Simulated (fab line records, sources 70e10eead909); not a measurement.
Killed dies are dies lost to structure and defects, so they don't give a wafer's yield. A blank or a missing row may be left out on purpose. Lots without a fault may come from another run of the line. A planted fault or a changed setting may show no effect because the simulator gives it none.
Which tool did it? | flow nand_harc | 22 lots, 66 wafers sampled, at 6 steps of a route of 1159

WHAT THE GAUGES READ, wafer by wafer
The record holds no reading of a measuring or inspecting step that can be judged against a usual standard deviation.

WHICH TOOL RAN EACH LOT (tool, then ch and the chambers of the sampled wafers, then the start)
lot  | NHARC_A_STAIRCASE_HM_DEP_462  | NHARC_A_STAIRCASE_STRIP_475                   | NHARC_A_SGD_CUT_ETCH_59                       | NHARC_A_SGD_CUT_ETCH_16                       | NHARC_A_SGD_CUT_ETCHBACK_24        | NHARC_A_SLIT_ETCH_26
L074 | acl_dep-02 ch 0, day 12 00:33 | rie_diel-12 ch 1,2,3, day 14 08:49 or earlier | rie_diel-11 ch 0,2,3, day 14 08:49 or earlier | rie_diel-11 ch 0,1,2, day 14 08:49 or earlier | rie_diel-06 ch 0,2, day 14 08:49   | har_etch-02 ch 0,1, day 14 16:26
L076 | acl_dep-03 ch 0, day 12 04:05 | rie_diel-04 ch 0,3, day 14 18:17 or earlier   | rie_diel-01 ch 2,3, day 14 18:17 or earlier   | rie_diel-01 ch 0,1,3, day 14 18:17 or earlier | rie_diel-01 ch 0,1,3, day 14 18:17 | har_etch-02 ch 0,1, day 15 02:53
L075 | acl_dep-01 ch 0, day 12 09:25 | rie_diel-08 ch 0,2,3, day 14 18:15 or earlier | rie_diel-06 ch 1,2, day 14 18:15 or earlier   | rie_diel-06 ch 1,3, day 14 18:15 or earlier   | rie_diel-06 ch 1,2, day 14 18:15   | har_etch-01 ch 0,1, day 15 03:22
L079 | acl_dep-02 ch 0, day 12 14:31 | rie_diel-04 ch 0,1, day 15 00:47 or earlier   | rie_diel-01 ch 1,2, day 15 00:47 or earlier   | rie_diel-01 ch 2,3, day 15 00:47 or earlier   | rie_diel-06 ch 0,1,2, day 15 00:47 | har_etch-02 ch 0,1, day 15 09:28
L077 | acl_dep-03 ch 0, day 12 14:50 | rie_diel-08 ch 1,3, day 14 17:03              | rie_diel-11 ch 2,3, day 15 00:44 or earlier   | rie_diel-11 ch 2,3, day 15 00:44 or earlier   | rie_diel-01 ch 0,2,3, day 15 00:44 | har_etch-02 ch 0,1, day 15 07:49
L078 | acl_dep-01 ch 0, day 12 22:41 | rie_diel-12 ch 1,2, day 15 00:52 or earlier   | rie_diel-06 ch 2,3, day 15 00:52 or earlier   | rie_diel-06 ch 2,3, day 15 00:52 or earlier   | rie_diel-06 ch 0,2,3, day 15 00:52 | har_etch-02 ch 0,1, day 15 11:11
L081 | acl_dep-01 ch 0, day 13 07:14 | rie_diel-12 ch 0,1,3, day 15 21:26 or earlier | rie_diel-01 ch 1,2,3, day 15 21:26 or earlier | rie_diel-01 ch 0,1,3, day 15 21:26 or earlier | rie_diel-11 ch 0,2,3, day 15 21:26 | har_etch-01 ch 0,1, day 16 05:15
L082 | acl_dep-03 ch 0, day 13 12:01 | rie_diel-12 ch 0,1, day 15 21:27 or earlier   | rie_diel-11 ch 1,2,3, day 15 21:27 or earlier | rie_diel-11 ch 0,1,2, day 15 21:27 or earlier | rie_diel-06 ch 0,1,3, day 15 21:27 | har_etch-02 ch 0,1, day 16 03:59
L080 | acl_dep-03 ch 0, day 13 15:32 | rie_diel-04 ch 0,1, day 16 03:38 or earlier   | rie_diel-01 ch 0,1,3, day 16 03:38 or earlier | rie_diel-01 ch 1,2,3, day 16 03:38 or earlier | rie_diel-11 ch 2,3, day 16 03:38   | har_etch-02 ch 0,1, day 16 11:19
L083 | acl_dep-03 ch 0, day 13 23:22 | rie_diel-08 ch 0,2,3, day 16 08:18 or earlier | rie_diel-06 ch 0,1,2, day 16 08:18 or earlier | rie_diel-06 ch 0,1,2, day 16 08:18 or earlier | rie_diel-06 ch 1,2,3, day 16 08:18 | har_etch-02 ch 0,1, day 16 14:21
L084 | acl_dep-03 ch 0, day 14 00:55 | rie_diel-12 ch 0,2,3, day 16 08:18 or earlier | rie_diel-01 ch 0,3, day 16 08:18 or earlier   | rie_diel-01 ch 0,2, day 16 08:18 or earlier   | rie_diel-01 ch 0,1,2, day 16 08:18 | har_etch-01 ch 0,1, day 16 14:01
L085 | acl_dep-03 ch 0, day 15 01:01 | rie_diel-08 ch 2,3, day 17 06:28 or earlier   | rie_diel-11 ch 0,1,3, day 17 06:28 or earlier | rie_diel-11 ch 0,2, day 17 06:28 or earlier   | rie_diel-11 ch 0,1,3, day 17 06:28 | har_etch-02 ch 0, day 17 13:29
L087 | acl_dep-01 ch 0, day 15 04:17 | rie_diel-04 ch 0,3, day 17 11:02 or earlier   | rie_diel-01 ch 0,2,3, day 17 11:02 or earlier | rie_diel-01 ch 1,2,3, day 17 11:02 or earlier | rie_diel-06 ch 0,2, day 17 11:02   | har_etch-02 ch 0, day 17 16:59
L088 | acl_dep-03 ch 0, day 15 05:05 | rie_diel-04 ch 0,1, day 17 11:03 or earlier   | rie_diel-06 ch 0,2,3, day 17 11:03 or earlier | rie_diel-06 ch 0,1,3, day 17 11:03 or earlier | rie_diel-11 ch 1,2,3, day 17 11:03 | har_etch-01 ch 0,1, day 17 16:55
L089 | acl_dep-02 ch 0, day 15 12:26 | rie_diel-04 ch 1,2,3, day 17 19:16 or earlier | rie_diel-06 ch 0,2, day 17 19:16 or earlier   | rie_diel-06 ch 2,3, day 17 19:16 or earlier   | rie_diel-06 ch 0,2,3, day 17 19:16 | har_etch-01 ch 0,1, day 18 00:51
L092 | acl_dep-01 ch 0, day 16 01:08 | rie_diel-08 ch 1,2,3, day 18 09:45 or earlier | rie_diel-11 ch 0,1,3, day 18 09:45 or earlier | rie_diel-11 ch 2,3, day 18 09:45 or earlier   | rie_diel-06 ch 1,3, day 18 09:45   | har_etch-01 ch 0, day 18 18:50
L091 | acl_dep-03 ch 0, day 16 04:18 | rie_diel-04 ch 1,2,3, day 18 09:38 or earlier | rie_diel-01 ch 0,2,3, day 18 09:38 or earlier | rie_diel-01 ch 1,2,3, day 18 09:38 or earlier | rie_diel-06 ch 0,1,2, day 18 09:38 | har_etch-02 ch 0,1, day 18 18:42
L090 | acl_dep-02 ch 0, day 16 04:31 | rie_diel-12 ch 0,2, day 18 09:37 or earlier   | rie_diel-01 ch 2,3, day 18 09:37 or earlier   | rie_diel-01 ch 0,2,3, day 18 09:37 or earlier | rie_diel-11 ch 0,2,3, day 18 09:37 | har_etch-02 ch 0,1, day 18 16:59
L095 | acl_dep-01 ch 0, day 16 18:29 | rie_diel-12 ch 0,1,3, day 19 23:44 or earlier | rie_diel-01 ch 0,2,3, day 19 23:44 or earlier | rie_diel-01 ch 1,2,3, day 19 23:44 or earlier | rie_diel-11 ch 0,1,3, day 19 23:44 | har_etch-01 ch 0,1, day 20 07:58
L094 | acl_dep-03 ch 0, day 16 20:52 | rie_diel-08 ch 0,2, day 19 23:46 or earlier   | rie_diel-06 ch 1,2,3, day 19 23:46 or earlier | rie_diel-06 ch 0,1,3, day 19 23:46 or earlier | rie_diel-06 ch 2,3, day 19 23:46   | har_etch-01 ch 0,1, day 20 06:23
L097 | acl_dep-03 ch 0, day 17 11:17 | rie_diel-12 ch 0,1, day 19 23:52 or earlier   | rie_diel-01 ch 2,3, day 19 23:52 or earlier   | rie_diel-01 ch 1,2, day 19 23:52 or earlier   | rie_diel-11 ch 2,3, day 19 23:52   | har_etch-02 ch 0,1, day 20 09:26
L096 | acl_dep-03 ch 0, day 17 15:01 | rie_diel-04 ch 1,2,3, day 19 23:45 or earlier | rie_diel-11 ch 0,1,2, day 19 23:45 or earlier | rie_diel-11 ch 0,1,2, day 19 23:45 or earlier | rie_diel-01 ch 2,3, day 19 23:45   | har_etch-01 ch 0,1, day 20 09:44
- NHARC_A_STAIRCASE_HM_DEP_462: deposits aC, target thk 800 nm.
- NHARC_A_STAIRCASE_STRIP_475: strips in O2, time 20 s.
- NHARC_A_SGD_CUT_ETCH_59: etches the open film in N2/H2, target depth 260 nm, time 406.25 s.
- NHARC_A_SGD_CUT_ETCH_16: etches the open film in C4F8/O2/Ar, target depth 310.5 nm, time 155.2 s.
- NHARC_A_SGD_CUT_ETCHBACK_24: etches the open film in CH3F/O2, target depth 50 nm, time 92.857 s.
- NHARC_A_SLIT_ETCH_26: etches the open film in C4F8/O2/Ar, time 90 s, target depth 400 nm.

WHAT THE TOOLS THEMSELVES READ (means of the sampled wafers that have a number; where no wafer has one, the mark that the record gives instead)
NHARC_A_STAIRCASE_HM_DEP_462.
lot  | tool       | throttle_valve_pct (%)
L074 | acl_dep-02 | 35.002
L076 | acl_dep-03 | 35.006
L075 | acl_dep-01 | 35.001
L079 | acl_dep-02 | 35.003
L077 | acl_dep-03 | 34.997
L078 | acl_dep-01 | 35.004
L081 | acl_dep-01 | 34.989
L082 | acl_dep-03 | 34.996
L080 | acl_dep-03 | 34.995
L083 | acl_dep-03 | 35.001
L084 | acl_dep-03 | 34.990
L085 | acl_dep-03 | 34.993
L087 | acl_dep-01 | 35.014
L088 | acl_dep-03 | 35.003
L089 | acl_dep-02 | 34.997
L092 | acl_dep-01 | 35.002
L091 | acl_dep-03 | 35.006
L090 | acl_dep-02 | 34.989
L095 | acl_dep-01 | 34.998
L094 | acl_dep-03 | 35.001
L097 | acl_dep-03 | 34.994
L096 | acl_dep-03 | 34.998

NHARC_A_STAIRCASE_STRIP_475.
lot  | tool        | drypump_motor_current_A (A) | oes_product_au (a.u.) | rf_vpp_V (V) | showerhead_plenum_p_Torr (Torr) | throttle_valve_pct (%)
L074 | rie_diel-12 | 5.57                        | 0.994                 | 58.1         | 3.63                            | 17.042
L076 | rie_diel-04 | 5.62                        | 0.998                 | 57.4         | 3.55                            | 17.041
L075 | rie_diel-08 | 5.61                        | 1.002                 | 58.9         | 3.61                            | 17.034
L079 | rie_diel-04 | 5.58                        | 0.997                 | 57.2         | 3.58                            | 17.043
L077 | rie_diel-08 | 5.87                        | 1.001                 | 57.3         | 3.69                            | 17.034
L078 | rie_diel-12 | 5.85                        | 0.990                 | 57.9         | 3.54                            | 17.044
L081 | rie_diel-12 | 5.62                        | 0.991                 | 58.4         | 3.52                            | 17.026
L082 | rie_diel-12 | 5.88                        | 0.996                 | 57.8         | 3.44                            | 17.033
L080 | rie_diel-04 | 5.61                        | 0.992                 | 57.9         | 3.59                            | 17.037
L083 | rie_diel-08 | 5.63                        | 0.995                 | 58.2         | 3.60                            | 17.034
L084 | rie_diel-12 | 5.44                        | 0.989                 | 58.6         | 3.62                            | 17.037
L085 | rie_diel-08 | 5.73                        | 0.993                 | 58.1         | 3.67                            | 17.047
L087 | rie_diel-04 | 5.71                        | 0.998                 | 58.2         | 3.51                            | 17.037
L088 | rie_diel-04 | 5.61                        | 0.997                 | 56.9         | 3.59                            | 17.034
L089 | rie_diel-04 | 5.86                        | 1.003                 | 58.2         | 3.54                            | 17.036
L092 | rie_diel-08 | 5.83                        | 1.006                 | 58.5         | 3.67                            | 17.043
L091 | rie_diel-04 | 5.85                        | 1.004                 | 58.1         | 3.54                            | 17.032
L090 | rie_diel-12 | 5.59                        | 1.016                 | 58.2         | 3.63                            | 17.036
L095 | rie_diel-12 | 5.64                        | 0.997                 | 57.2         | 3.50                            | 17.029
L094 | rie_diel-08 | 5.40                        | 1.011                 | 57.6         | 3.60                            | 17.034
L097 | rie_diel-12 | 5.85                        | 0.996                 | 58.9         | 3.42                            | 17.036
L096 | rie_diel-04 | 5.87                        | 1.002                 | 57.8         | 3.53                            | 17.028

NHARC_A_SGD_CUT_ETCH_59.
lot  | tool        | bias_w (W) | drypump_motor_current_A (A) | oes_product_au (a.u.) | rf_vpp_V (V) | showerhead_plenum_p_Torr (Torr) | throttle_valve_pct (%)
L074 | rie_diel-11 | 149.9      | 6.1                         | 0.998                 | 428.4        | 1.96                            | 14.180
L076 | rie_diel-01 | 150.2      | 5.3                         | 0.993                 | 432.0        | 2.09                            | 14.165
L075 | rie_diel-06 | 150.0      | 5.9                         | 0.994                 | 431.5        | 2.04                            | 14.168
L079 | rie_diel-01 | 150.2      | 5.4                         | 1.001                 | 430.5        | 2.04                            | 14.175
L077 | rie_diel-11 | 149.6      | 6.1                         | 1.000                 | 427.7        | 1.96                            | 14.165
L078 | rie_diel-06 | 149.9      | 5.3                         | 1.001                 | 427.3        | 1.93                            | 14.162
L081 | rie_diel-01 | 149.9      | 5.3                         | 0.996                 | 430.4        | 2.04                            | 14.162
L082 | rie_diel-11 | 149.7      | 5.7                         | 1.000                 | 429.4        | 2.03                            | 14.171
L080 | rie_diel-01 | 150.0      | 5.3                         | 0.991                 | 430.1        | 2.03                            | 14.174
L083 | rie_diel-06 | 150.4      | 5.6                         | 0.999                 | 429.8        | 2.03                            | 14.169
L084 | rie_diel-01 | 149.9      | 5.3                         | 0.996                 | 431.9        | 2.07                            | 14.174
L085 | rie_diel-11 | 150.2      | 5.9                         | 0.999                 | 428.9        | 2.00                            | 14.174
L087 | rie_diel-01 | 150.0      | 5.4                         | 0.992                 | 431.8        | 2.07                            | 14.181
L088 | rie_diel-06 | 149.9      | 5.4                         | 1.003                 | 429.6        | 1.98                            | 14.168
L089 | rie_diel-06 | 150.0      | 5.2                         | 1.001                 | 428.3        | 1.97                            | 14.172
L092 | rie_diel-11 | 149.7      | 5.9                         | 0.994                 | 429.9        | 2.00                            | 14.187
L091 | rie_diel-01 | 149.9      | 5.4                         | 0.989                 | 430.6        | 2.06                            | 14.175
L090 | rie_diel-01 | 149.8      | 5.4                         | 1.009                 | 432.2        | 2.07                            | 14.173
L095 | rie_diel-01 | 149.9      | 5.4                         | 1.002                 | 430.9        | 2.06                            | 14.169
L094 | rie_diel-06 | 149.9      | 5.7                         | 1.004                 | 428.6        | 1.99                            | 14.169
L097 | rie_diel-01 | 149.8      | 5.4                         | 0.996                 | 432.3        | 2.07                            | 14.173
L096 | rie_diel-11 | 149.8      | 5.8                         | 0.992                 | 430.4        | 2.03                            | 14.176

NHARC_A_SGD_CUT_ETCH_16.
lot  | tool        | bias_w (W) | oes_product_au (a.u.) | rf_vpp_V (V)
L074 | rie_diel-11 | 800.8      | 0.977                 | 723
L076 | rie_diel-01 | 802.7      | 0.975                 | 723
L075 | rie_diel-06 | 800.7      | 0.943                 | 721
L079 | rie_diel-01 | 799.7      | 0.980                 | 726
L077 | rie_diel-11 | 800.5      | 0.968                 | 718
L078 | rie_diel-06 | 799.6      | 0.978                 | 718
L081 | rie_diel-01 | 800.1      | 0.959                 | 722
L082 | rie_diel-11 | 798.4      | 0.978                 | 723
L080 | rie_diel-01 | 799.2      | 0.980                 | 724
L083 | rie_diel-06 | 800.1      | 0.979                 | 722
L084 | rie_diel-01 | 803.1      | 0.984                 | 724
L085 | rie_diel-11 | 799.6      | 0.975                 | 721
L087 | rie_diel-01 | 801.5      | 0.975                 | 723
L088 | rie_diel-06 | 799.9      | 0.980                 | 723
L089 | rie_diel-06 | 801.3      | 0.964                 | 718
L092 | rie_diel-11 | 800.1      | 0.966                 | 720
L091 | rie_diel-01 | 799.0      | 0.981                 | 723
L090 | rie_diel-01 | 801.1      | 0.966                 | 724
L095 | rie_diel-01 | 800.7      | 0.937                 | 722
L094 | rie_diel-06 | 801.4      | 0.993                 | 724
L097 | rie_diel-01 | 798.5      | 0.977                 | 721
L096 | rie_diel-11 | 800.1      | 0.941                 | 723

NHARC_A_SGD_CUT_ETCHBACK_24.
lot  | tool        | bias_w (W) | drypump_motor_current_A (A) | oes_product_au (a.u.) | rf_vpp_V (V) | showerhead_plenum_p_Torr (Torr) | throttle_valve_pct (%)
L074 | rie_diel-06 | 100.22     | 5.2                         | 1.00                  | 243.6        | 2.39                            | 20.667
L076 | rie_diel-01 | 99.76      | 5.3                         | 0.91                  | 243.8        | 2.45                            | 20.670
L075 | rie_diel-06 | 100.37     | 5.9                         | 0.93                  | 243.9        | 2.46                            | 20.671
L079 | rie_diel-06 | 100.03     | 5.6                         | 1.00                  | 244.5        | 2.45                            | 20.667
L077 | rie_diel-01 | 99.99      | 5.4                         | 1.01                  | 244.4        | 2.49                            | 20.667
L078 | rie_diel-06 | 99.91      | 5.4                         | 0.94                  | 244.1        | 2.39                            | 20.660
L081 | rie_diel-11 | 99.68      | 6.2                         | 1.00                  | 242.8        | 2.36                            | 20.666
L082 | rie_diel-06 | 99.85      | 5.8                         | 0.99                  | 244.5        | 2.46                            | 20.662
L080 | rie_diel-11 | 99.86      | 6.0                         | 0.98                  | 244.7        | 2.39                            | 20.662
L083 | rie_diel-06 | 99.94      | 5.8                         | 0.92                  | 243.4        | 2.39                            | 20.665
L084 | rie_diel-01 | 100.14     | 5.4                         | 0.94                  | 244.2        | 2.44                            | 20.671
L085 | rie_diel-11 | 99.94      | 5.9                         | 0.92                  | 243.3        | 2.41                            | 20.664
L087 | rie_diel-06 | 99.98      | 5.1                         | 1.01                  | 243.6        | 2.38                            | 20.668
L088 | rie_diel-11 | 99.88      | 5.7                         | 0.99                  | 245.2        | 2.44                            | 20.651
L089 | rie_diel-06 | 100.06     | 5.4                         | 0.93                  | 242.6        | 2.39                            | 20.658
L092 | rie_diel-06 | 99.79      | 6.2                         | 0.99                  | 244.4        | 2.46                            | 20.664
L091 | rie_diel-06 | 100.06     | 5.6                         | 1.00                  | 245.3        | 2.45                            | 20.659
L090 | rie_diel-11 | 100.03     | 6.2                         | 1.00                  | 242.7        | 2.36                            | 20.662
L095 | rie_diel-11 | 100.20     | 5.9                         | 0.99                  | 243.7        | 2.41                            | 20.663
L094 | rie_diel-06 | 100.26     | 5.5                         | 0.92                  | 243.4        | 2.33                            | 20.670
L097 | rie_diel-11 | 99.93      | 5.9                         | 0.98                  | 243.1        | 2.39                            | 20.661
L096 | rie_diel-01 | 100.28     | 5.4                         | 1.00                  | 245.1        | 2.50                            | 20.661

NHARC_A_SLIT_ETCH_26.
lot  | tool        | drypump_motor_current_A (A) | showerhead_plenum_p_Torr (Torr) | throttle_valve_pct (%)
L074 | har_etch-02 | 6.1                         | 3.67                            | 27.612
L076 | har_etch-02 | 6.1                         | 3.74                            | 27.617
L075 | har_etch-01 | 5.3                         | 3.76                            | 27.626
L079 | har_etch-02 | 6.0                         | 3.74                            | 27.617
L077 | har_etch-02 | 6.1                         | 3.67                            | 27.618
L078 | har_etch-02 | 6.1                         | 3.67                            | 27.621
L081 | har_etch-01 | 5.3                         | 3.68                            | 27.619
L082 | har_etch-02 | 6.1                         | 3.66                            | 27.610
L080 | har_etch-02 | 6.1                         | 3.66                            | 27.623
L083 | har_etch-02 | 6.1                         | 3.66                            | 27.611
L084 | har_etch-01 | 5.3                         | 3.68                            | 27.613
L085 | har_etch-02 | 6.0                         | 3.81                            | 27.619
L087 | har_etch-02 | 6.0                         | 3.81                            | 27.612
L088 | har_etch-01 | 5.3                         | 3.74                            | 27.612
L089 | har_etch-01 | 5.3                         | 3.74                            | 27.623
L092 | har_etch-01 | 5.4                         | 3.81                            | 27.622
L091 | har_etch-02 | 6.1                         | 3.72                            | 27.612
L090 | har_etch-02 | 6.1                         | 3.72                            | 27.617
L095 | har_etch-01 | 5.3                         | 3.66                            | 27.620
L094 | har_etch-01 | 5.3                         | 3.66                            | 27.621
L097 | har_etch-02 | 6.1                         | 3.71                            | 27.622
L096 | har_etch-01 | 5.3                         | 3.73                            | 27.625

THE ANSWER, worked out from the rows above alone
Rule: what is usual is taken from the lots themselves. Put in order of their means at a reading, lots are off if they are a third of the lots or fewer, leave a main group of 4 or more, and stand apart from it by a gap of 3 or more times the standard deviation of the main group's means; of several such gaps the widest counts. A main group whose means are all the same, to the digits that the tables above print for the reading, isn't used. A lot without any number at a reading at which 4 lots or more have one is off too. The other lots that the step has rows for count as sound. The gauges are gone through in route order, then the tools' own readings, and for those a lot's mean is taken as printed above. The first step at which some lot is off is used, and at that step the reading that is off furthest; a lot without a number counts as furthest.
No lot is off at any reading shown: from this, nothing can be told.

WHAT THE SIMULATOR HAD PUT IN
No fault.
